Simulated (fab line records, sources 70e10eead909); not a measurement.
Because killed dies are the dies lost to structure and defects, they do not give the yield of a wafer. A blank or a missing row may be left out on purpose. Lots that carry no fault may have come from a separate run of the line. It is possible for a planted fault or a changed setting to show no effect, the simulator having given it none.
A struck lot beside a sound one -- flow nandHarc -- 16 out of 1302 route steps
Sound: these wafers, L203.4, L203.5, L203.6. Wafers struck: L222.1, L222.2, L222.3. The cause is named last.
For every step that has rows: the tool of each side, followed by ch and its chambers, followed by its first start. Under that, the readings that differ: sound wafers -- struck wafers -- difference of the means -- sigmas: that difference in standard deviations of wafers without a fault.
alike: a reading whose means differ by less than 2 such deviations, as well as words and numbers matching on both sides. not compared: withheld readings; readings where some wafer has no value; bounds like >300 that might hide an equal value; numbers whose values overlap and for which the record gives no deviation.
A row with sigmas, a row that says differs or no value, or rows on one side alone: a step with any of these is where the two part. Numbers that have no deviation but don't overlap get no sigmas and don't part them. A reading missing from all wafers of one side parts the sides only when that side holds two or more wafers.

NHARC_A_ONON_D2_THK_MEAS_02: measures by ellipsometry.
  sound on filmMetro-02, day 13 07:19; struck on filmMetro-01, day 20 20:48
  alike: thkNm
next comes 1 step that has no rows for these wafers: NHARC_A_ONON_D2_DEP_03 (target thickness 1000 nm).
NHARC_A_ONON_D2_THK_MEAS_05: measures by ellipsometry.
  sound on filmMetro-02, day 13 07:53; struck on filmMetro-01, day 20 21:22
  alike: thkNm
next comes 1 step that has no rows for these wafers: NHARC_A_ONON_D2_DEP_06 (target thickness 1000 nm).
NHARC_A_ONON_D2_THK_MEAS_08: measures by ellipsometry.
  sound on filmMetro-02, day 13 08:27; struck on filmMetro-01, day 20 21:56
reading,sound,struck,difference,sigmas
thkNm (nm),1010 1009 1009,978 977 976,-32,-3
next comes 1 step that has no rows for these wafers: NHARC_A_ONON_D2_DEP_09 (target thickness 1000 nm).
NHARC_A_ONON_D2_THK_MEAS_11: measures by ellipsometry.
  sound on filmMetro-01, day 13 09:01; struck on filmMetro-02, day 20 22:31
  alike: thkNm
next comes 1 step that has no rows for these wafers: NHARC_A_ONON_D2_DEP_12 (target thickness 1000 nm).
NHARC_A_ONON_D2_THK_MEAS_14: measures by ellipsometry.
  sound on filmMetro-02, day 13 09:35; struck on filmMetro-02, day 20 23:04
  alike: thkNm
then, 2 steps without rows for these wafers: NHARC_A_ONON_D2_ANNEAL_15 (time 3600 s); NHARC_A_ONON_D2_DEP_16 (target thk 1000 nm).
NHARC_A_ONON_D2_THK_MEAS_18: measures by ellipsometry.
  sound on filmMetro-02, day 13 20:22; struck on filmMetro-02, day 21 08:40
  alike: thkNm
NHARC_A_ONON_D2_DEP_19: target thk 1000 nm.
  sound on pecvdOnon-02 ch 0, day 13 20:36; struck on pecvdOnon-02 ch 0, day 21 08:44
  alike: nh3FlowSccm
NHARC_A_ONON_D2_THK_MEAS_21: measures by ellipsometry.
  sound on filmMetro-01, day 13 20:56; struck on filmMetro-01, day 21 09:14
reading,sound,struck,difference,sigmas
thkNm (nm),999 998 999,758 758 759,-240,-28
next comes 1 step that has no rows for these wafers: NHARC_A_ONON_D2_DEP_22 (target thickness 1000 nm).
-- break in the record here, with 12 days between the starts of the struck wafers on either side (left off in module A_ONON_D2, picked up again in module END, where the first step shown is number 1302 on the route) --
NHARC_END_SORT_01:
  at this point the record logs the struck wafers (prober-01 ch 0, day 33 04:08) and has no rows for the sound ones

WHERE THEY PART
Last at NHARC_END_SORT_01 as far as this record goes, first at NHARC_A_ONON_D2_THK_MEAS_08.

WHY: the cause the simulator had injected
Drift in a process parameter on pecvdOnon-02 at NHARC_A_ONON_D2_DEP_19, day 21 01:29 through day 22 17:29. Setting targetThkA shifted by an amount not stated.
